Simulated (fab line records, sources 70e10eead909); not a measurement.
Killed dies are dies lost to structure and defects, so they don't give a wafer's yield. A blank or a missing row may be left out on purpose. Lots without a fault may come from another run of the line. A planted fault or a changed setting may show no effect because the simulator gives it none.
Which tool did it? | flow nand_harc | 12 lots, 34 wafers sampled, at 6 steps of a route of 1302

WHAT THE GAUGES READ, wafer by wafer
NHARC_A_ONON_D1_THK_MEAS_30: measures by ellipsometry. Usual: thk_nm 998 nm, standard deviation 9.9.
lot  | measured     | on            | thk_nm (nm)    | flag
L501 | day 8 10:26  | film_metro-02 | 996 996 996    |
L504 | day 9 11:22  | film_metro-02 | 987 987 987    |
L505 | day 9 18:16  | film_metro-01 | 972 973 973    |
L508 | day 11 10:40 | film_metro-02 | 1015 1015 1016 |
L509 | day 11 21:10 | film_metro-02 | 1003 1518 1003 | OFF
L511 | day 12 20:55 | film_metro-02 | 992 1505       | OFF
L512 | day 13 03:59 | film_metro-02 | 1016 1530      | OFF
L519 | day 15 19:26 | film_metro-02 | 1016 1015 1015 |
L520 | day 15 19:25 | film_metro-01 | 994 996 994    |
L522 | day 16 21:58 | film_metro-01 | 1002 1002 1003 |
L523 | day 17 05:14 | film_metro-01 | 1003 1003 1003 |
L524 | day 18 01:38 | film_metro-02 | 996 995 995    |

NHARC_END_SORT_01. Usual: killed_at_array 55, standard deviation 19; killed_at_other 0.8, standard deviation 1.1; killed_at_periphery 4.0, standard deviation 2.6; killed_dies 60, standard deviation 20; killed_open 3.4, standard deviation 1.7; killed_short 2.6, standard deviation 1.5.
lot  | measured     | on        | killed_at_array | killed_at_other | killed_at_periphery | killed_dies | killed_open | killed_short | flag
L509 | day 28 05:41 | prober-01 | 32 673 22       | 1 1 0           | 4 3 5               | 37 677 27   | 3 6 3       | 1 2 4        | OFF
L511 | day 29 04:14 | prober-02 | 56 674          | 1 0             | 5 3                 | 62 677      | 5 5         | 5 2          | OFF
L512 | day 29 12:04 | prober-02 | 45 670          | 4 5             | 5 2                 | 54 677      | 3 2         | 4 4          | OFF

WHICH TOOL RAN EACH LOT (tool, then ch and the chambers of the sampled wafers, then the start)
lot  | NHARC_A_ZERO_WELL_DESCUM_12        | NHARC_A_ONON_D1_DEP_28           | NHARC_A_ONON_D1_DEP_33          | NHARC_A_CHANNEL_HOLE_D1_DESCUM_15
L501 | rie_diel-09 ch 0,2,3, day 6 18:28  | pecvd_onon-01 ch 0, day 8 09:55  | pecvd-01 ch 0,1, day 8 10:49    | rie_diel-11 ch 0,3, day 8 14:51
L504 | rie_diel-09 ch 0,2,3, day 8 00:32  | pecvd_onon-02 ch 0, day 9 10:58  | pecvd-02 ch 1,2, day 9 11:28    | rie_diel-11 ch 1,2, day 9 15:34
L505 | rie_diel-04 ch 0,2,3, day 8 08:05  | pecvd_onon-02 ch 0, day 9 17:45  | pecvd-01 ch 0,2, day 9 18:19    | rie_diel-11 ch 0,1,2, day 9 21:35
L508 | rie_diel-04 ch 0,1, day 9 22:14    | pecvd_onon-03 ch 0, day 11 10:16 | pecvd-03 ch 0,1,2, day 11 10:49 | rie_diel-13 ch 0,1,2, day 11 18:19
L509 | rie_diel-09 ch 0,1,2, day 10 11:01 | pecvd_onon-02 ch 0, day 11 20:43 | pecvd-02 ch 0,2, day 11 21:16   | rie_diel-11 ch 0,3, day 12 06:39
L511 | rie_diel-09 ch 2,3, day 11 09:16   | pecvd_onon-02 ch 0, day 12 20:31 | pecvd-02 ch 0, day 12 21:04     | rie_diel-13 ch 2, day 13 01:17
L512 | rie_diel-09 ch 2,3, day 11 17:27   | pecvd_onon-02 ch 0, day 13 03:36 | pecvd-03 ch 1,2, day 13 04:05   | rie_diel-01 ch 3, day 13 08:11
L519 | rie_diel-04 ch 0,1, day 14 09:16   | pecvd_onon-02 ch 0, day 15 18:55 | pecvd-02 ch 0,1,2, day 15 19:32 | rie_diel-01 ch 0,3, day 15 23:04
L520 | rie_diel-04 ch 2,3, day 14 09:47   | pecvd_onon-03 ch 0, day 15 18:55 | pecvd-03 ch 1,2, day 15 19:29   | rie_diel-11 ch 0,1, day 15 22:52
L522 | rie_diel-09 ch 0,2, day 15 09:40   | pecvd_onon-01 ch 0, day 16 21:31 | pecvd-02 ch 0,1,2, day 16 22:01 | rie_diel-11 ch 1,2, day 17 06:42
L523 | rie_diel-09 ch 1,2,3, day 15 18:44 | pecvd_onon-01 ch 0, day 17 04:47 | pecvd-03 ch 0,1, day 17 05:19   | rie_diel-11 ch 0,1,2, day 17 11:40
L524 | rie_diel-04 ch 0,1, day 16 09:45   | pecvd_onon-01 ch 0, day 18 01:11 | pecvd-03 ch 1,2, day 18 01:42   | rie_diel-11 ch 2,3, day 18 04:58
- NHARC_A_ZERO_WELL_DESCUM_12: chemistry O2, time 3 s.
- NHARC_A_ONON_D1_DEP_28: target thk 1000 nm.
- NHARC_A_ONON_D1_DEP_33: deposits SiO2, target thk 200 nm.
- NHARC_A_CHANNEL_HOLE_D1_DESCUM_15: chemistry O2, time 3 s.

WHAT THE TOOLS THEMSELVES READ (means of the sampled wafers that have a number; where no wafer has one, the mark that the record gives instead)
NHARC_A_ZERO_WELL_DESCUM_12. Usual: drypump_motor_current_A 5.9 A, standard deviation 0.41; oes_product_au 1.000 a.u., standard deviation 0.0098; rf_vpp_V 57.7 V, standard deviation 0.94; showerhead_plenum_p_Torr 1.90 Torr, standard deviation 0.051; throttle_valve_pct 11.310 %, standard deviation 0.0095.
lot  | tool        | drypump_motor_current_A (A) | oes_product_au (a.u.) | rf_vpp_V (V) | showerhead_plenum_p_Torr (Torr) | throttle_valve_pct (%) | flag
L501 | rie_diel-09 | 6.2                         | 1.011                 | 56.9         | 1.90                            | 11.322                 |
L504 | rie_diel-09 | 6.2                         | 0.998                 | 58.7         | 1.90                            | 11.306                 |
L505 | rie_diel-04 | 5.5                         | 1.004                 | 58.2         | 1.93                            | 11.304                 |
L508 | rie_diel-04 | 5.4                         | 1.008                 | 57.4         | 1.86                            | 11.303                 |
L509 | rie_diel-09 | 6.2                         | 1.004                 | 58.5         | 1.91                            | 11.310                 |
L511 | rie_diel-09 | 6.3                         | 1.000                 | 57.9         | 1.88                            | 11.308                 |
L512 | rie_diel-09 | 6.3                         | 1.005                 | 58.0         | 1.88                            | 11.308                 |
L519 | rie_diel-04 | 5.4                         | 1.000                 | 56.9         | 1.85                            | 11.321                 |
L520 | rie_diel-04 | 5.8                         | 1.000                 | 58.0         | 1.93                            | 11.302                 |
L522 | rie_diel-09 | 6.1                         | 1.003                 | 58.3         | 1.92                            | 11.303                 |
L523 | rie_diel-09 | 6.2                         | 0.991                 | 58.6         | 1.89                            | 11.306                 |
L524 | rie_diel-04 | 5.3                         | 0.997                 | 58.2         | 1.85                            | 11.309                 |

NHARC_A_ONON_D1_DEP_33. Usual: chamber_pressure_Torr 6.501 Torr, standard deviation 0.015; heater_power_w 585 W, standard deviation 98; showerhead_vpp_V 1819 V, standard deviation 80; throttle_valve_pct 16.0 %, standard deviation 0.5.
lot  | tool     | chamber_pressure_Torr (Torr) | heater_power_w (W) | showerhead_vpp_V (V) | throttle_valve_pct (%) | flag
L501 | pecvd-01 | 6.490                        | 594                | 1895                 | 16.5                   |
L504 | pecvd-02 | 6.502                        | 537                | 1823                 | 15.5                   |
L505 | pecvd-01 | 6.503                        | 521                | 1855                 | 15.9                   |
L508 | pecvd-03 | 6.506                        | 553                | 1853                 | 16.4                   |
L509 | pecvd-02 | 6.501                        | 609                | 1745                 | 15.5                   |
L511 | pecvd-02 | 6.492                        | 704                | 1688                 | 15.6                   |
L512 | pecvd-03 | 6.511                        | 488                | 1852                 | 16.1                   |
L519 | pecvd-02 | 6.500                        | 572                | 1780                 | 15.6                   |
L520 | pecvd-03 | 6.495                        | 585                | 1855                 | 16.3                   |
L522 | pecvd-02 | 6.507                        | 578                | 1783                 | 15.8                   |
L523 | pecvd-03 | 6.503                        | 548                | 1833                 | 16.4                   |
L524 | pecvd-03 | 6.506                        | 504                | 1884                 | 16.4                   |

NHARC_A_CHANNEL_HOLE_D1_DESCUM_15. Usual: drypump_motor_current_A 5.7 A, standard deviation 0.45; oes_product_au 0.997 a.u., standard deviation 0.011; rf_vpp_V 58.1 V, standard deviation 0.95; showerhead_plenum_p_Torr 1.97 Torr, standard deviation 0.089; throttle_valve_pct 11.311 %, standard deviation 0.0091.
lot  | tool        | drypump_motor_current_A (A) | oes_product_au (a.u.) | rf_vpp_V (V) | showerhead_plenum_p_Torr (Torr) | throttle_valve_pct (%) | flag
L501 | rie_diel-11 | 5.9                         | 0.990                 | 58.2         | 1.93                            | 11.309                 |
L504 | rie_diel-11 | 5.9                         | 0.984                 | 58.2         | 2.02                            | 11.316                 |
L505 | rie_diel-11 | 5.6                         | 0.991                 | 58.0         | 1.95                            | 11.314                 |
L508 | rie_diel-13 | 5.5                         | 1.003                 | 58.3         | 1.99                            | 11.317                 |
L509 | rie_diel-11 | 5.8                         | 1.000                 | 57.3         | 1.89                            | 11.307                 |
L511 | rie_diel-13 | 5.5                         | 1.008                 | 57.7         | 1.94                            | 11.314                 |
L512 | rie_diel-01 | 6.1                         | 0.997                 | 58.8         | 2.05                            | 11.314                 |
L519 | rie_diel-01 | 5.6                         | 1.002                 | 58.6         | 2.05                            | 11.315                 |
L520 | rie_diel-11 | 5.3                         | 0.997                 | 57.2         | 1.87                            | 11.311                 |
L522 | rie_diel-11 | 5.9                         | 0.988                 | 58.7         | 2.02                            | 11.316                 |
L523 | rie_diel-11 | 5.6                         | 0.988                 | 58.6         | 1.94                            | 11.314                 |
L524 | rie_diel-11 | 6.2                         | 1.005                 | 58.8         | 2.00                            | 11.314                 |

THE ANSWER, worked out from the rows above alone
Rule: a lot is off if the mean of its wafers that have a number lies more than 3 standard deviations from the usual mean. A lot without any number at a reading at which 4 lots or more have one is off too. The other lots that the step has rows for count as sound. The gauges are gone through in route order, then the tools' own readings, and for those a lot's mean is taken as printed above. The first step at which some lot is off is used, and at that step the reading that is off furthest; a lot without a number counts as furthest.
Off: L509, L511, L512, at NHARC_A_ONON_D1_THK_MEAS_30 (thk_nm).
A tool fits if, at a process step before that reading, it ran every lot that is off, and no sound lot after the first of them. The gauges at NHARC_A_ONON_D1_THK_MEAS_30 aren't tried: what is off there is off at NHARC_END_SORT_01 too, on other tools, and a gauge's error can't cause that. None of those tried fits.

WHAT THE SIMULATOR HAD PUT IN
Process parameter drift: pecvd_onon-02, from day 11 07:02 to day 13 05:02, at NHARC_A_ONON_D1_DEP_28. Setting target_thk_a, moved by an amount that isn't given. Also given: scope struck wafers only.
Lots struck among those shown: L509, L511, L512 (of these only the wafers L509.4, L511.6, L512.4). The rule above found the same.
